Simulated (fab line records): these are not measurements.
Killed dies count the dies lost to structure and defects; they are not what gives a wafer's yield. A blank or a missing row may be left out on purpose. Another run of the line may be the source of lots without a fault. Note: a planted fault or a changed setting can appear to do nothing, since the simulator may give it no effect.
Matching of chambers | flow n5Finfet | N5_BEOL_M15_TRENCH_ETCH_34 on rieDiel-04: 4 sister chambers
The step etches SiO2 in C4F8/O2/Ar, target depth 872.93 nm, time 199 s. 4 wafers are shown with their chamber, then 9 later ones without.

## WAFERS, EACH WITH ITS CHAMBER
wafer  | chamber | rfVppV (V)
L087.6 | 0       | 2218
L082.5 | 1       | 2208
L086.5 | 2       | 2227
L086.6 | 3       | 2239

## WAFERS WITHOUT THEIR CHAMBER
wafer  | rfVppV (V)
L091.1 | 2240
L091.2 | 2209
L091.3 | 2226
L093.1 | 2239
L093.2 | 2208
L093.4 | 2206
L094.2 | 2226
L094.5 | 2208
L094.6 | 2238

## CHAMBER TAKEN BY EACH
wafer  | from the rows above | in truth
L091.1 | 3                   | 3
L091.2 | 1                   | 1
L091.3 | 2                   | 2
L093.1 | 3                   | 3
L093.2 | 1                   | 1
L093.4 | 1                   | 1
L094.2 | 2                   | 2
L094.5 | 1                   | 1
L094.6 | 3                   | 3
Placed correctly: 9 of 9. From these rows, 0 cannot be placed. Number placed wrongly: 0.
How it was worked out, from the rows above alone: a wafer's distance from a chamber is the root of the sum, over the readings, of the square of ((its reading less the chamber's mean) divided by the reading's scatter). The wafer belongs to the nearest chamber; if the next one is less than 2 further off, it can't be placed. The mean given for a chamber averages the wafers shown for that chamber. The scatter: with one shown wafer a chamber, the root of the mean of the squares of how far each hidden wafer lies from its nearest shown one.
